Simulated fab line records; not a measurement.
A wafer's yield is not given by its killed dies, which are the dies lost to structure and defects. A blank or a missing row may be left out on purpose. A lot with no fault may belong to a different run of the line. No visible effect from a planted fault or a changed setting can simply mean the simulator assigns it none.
Which tool did it? | flow nand harc | 24 lots with 72 wafers sampled at 2 steps, on a route of 1159 steps

## WHAT THE GAUGES SHOWED, per wafer
NHARC_A_BLC_CD_MEAS_19. Usual: 99.9 nm for cd nm, sd 2.9.
lot  | measured     | on        | cd nm (nm)        | flag
L075 | day 17 15:14 | cd sem-02 | 99.6 98.9 100.1   |
L074 | day 17 16:05 | cd sem-03 | 95.7 99.6 102.9   |
L078 | day 17 16:56 | cd sem-02 | 103.4 98.5 100.5  |
L077 | day 17 17:50 | cd sem-01 | 96.9 100.6 103.0  |
L079 | day 18 12:40 | cd sem-01 | 99.0 95.9 97.5    |
L076 | day 18 12:52 | cd sem-01 | 98.4 94.3 97.9    |
L084 | day 19 04:19 | cd sem-03 | 94.6 100.8 98.3   |
L081 | day 19 07:54 | cd sem-02 | 103.4 103.1 101.0 |
L080 | day 19 08:38 | cd sem-02 | 101.5 97.5 100.7  |
L083 | day 19 12:21 | cd sem-01 | 96.2 100.5 101.2  |
L082 | day 19 18:22 | cd sem-02 | 97.6 103.5 99.6   |
L088 | day 20 10:52 | cd sem-03 | 102.7 98.6 104.9  |
L087 | day 20 11:35 | cd sem-02 | 98.7 101.0 102.8  |
L086 | day 20 19:59 | cd sem-02 | 100.8 93.2 99.7   |
L085 | day 21 02:05 | cd sem-03 | 101.4 104.2 104.0 |
L090 | day 21 16:29 | cd sem-01 | 100.4 97.2 103.3  |
L091 | day 21 17:45 | cd sem-03 | 102.7 98.2 104.8  |
L092 | day 21 19:03 | cd sem-01 | 97.4 103.1 101.9  |
L089 | day 22 00:39 | cd sem-03 | 98.7 101.1 101.9  |
L094 | day 22 09:51 | cd sem-01 | 102.9 102.3 102.0 |
L095 | day 22 12:19 | cd sem-01 | 103.6 99.7 92.7   |
L096 | day 22 17:59 | cd sem-01 | 103.4 101.2 98.0  |
L093 | day 22 23:14 | cd sem-01 | 100.0 99.2 98.8   |
L097 | day 23 08:32 | cd sem-02 | 102.8 99.5 99.7   |

NHARC_A_BLC_INSPECT_28. Usual: 446 for raw defect count, sd 150.
lot  | measured     | on                | raw defect count | flag
L075 | day 17 20:24 | defect inspect-02 | 308 484 434      |
L074 | day 17 20:28 | defect inspect-01 | 395 453 647      |
L078 | day 17 20:52 | defect inspect-02 | 661 565 806      |
L077 | day 17 21:17 | defect inspect-02 | 520 473 612      |
L079 | day 18 14:38 | defect inspect-02 | 227 347 279      |
L076 | day 18 17:28 | defect inspect-01 | 378 401 508      |
L084 | day 19 07:59 | defect inspect-01 | 480 748 799      |
L081 | day 19 09:56 | defect inspect-01 | 370 272 308      |
L080 | day 19 10:37 | defect inspect-01 | 324 403 432      |
L083 | day 19 16:22 | defect inspect-02 | 431 329 471      |
L082 | day 19 20:31 | defect inspect-01 | 368 414 346      |
L088 | day 20 12:52 | defect inspect-01 | 343 269 294      |
L087 | day 20 13:34 | defect inspect-02 | 603 1010 805     |
L086 | day 21 04:56 | defect inspect-01 | 436 273 335      |
L085 | day 21 15:19 | defect inspect-02 | 400 362 307      |
L090 | day 22 05:19 | defect inspect-01 | 259 306 295      |
L091 | day 22 05:26 | defect inspect-01 | 325 371 345      |
L092 | day 22 05:43 | defect inspect-01 | 469 393 368      |
L089 | day 22 06:11 | defect inspect-01 | 402 481 323      |
L094 | day 22 11:54 | defect inspect-01 | 468 391 368      |
L095 | day 22 14:40 | defect inspect-01 | 325 385 294      |
L096 | day 22 21:44 | defect inspect-01 | 567 413 470      |
L093 | day 23 07:05 | defect inspect-01 | 505 401 411      |
L097 | day 23 11:20 | defect inspect-02 | 466 486 385      |

## EACH LOT AND THE TOOL THAT RAN IT (in order: tool; ch and the chambers of the sampled wafers; start)
There is no process step in the record ahead of these readings.

## AS READ BY THE TOOLS THEMSELVES (means over the sampled wafers that have a number; for cases with no such wafer, the mark the record gives instead)
The record holds no such reading with a usual standard deviation.

## THE ANSWER, worked out from the rows above alone
Rule: a lot is off if the mean of its wafers that have a number lies more than 3 standard deviations from the usual mean. Also off: a lot with no number at a reading for which 4 or more lots have one. Where the step has rows for the other lots, those lots are counted as sound. First the gauges in route order, then the tools' own readings, where a lot's mean is used as printed above. At the first step where some lot is off, the reading lying furthest off is the one used; lots without a number count as furthest.
No lot is off on any of the readings shown, so nothing can be concluded from this.

## WHAT THE SIMULATOR HAD INSERTED
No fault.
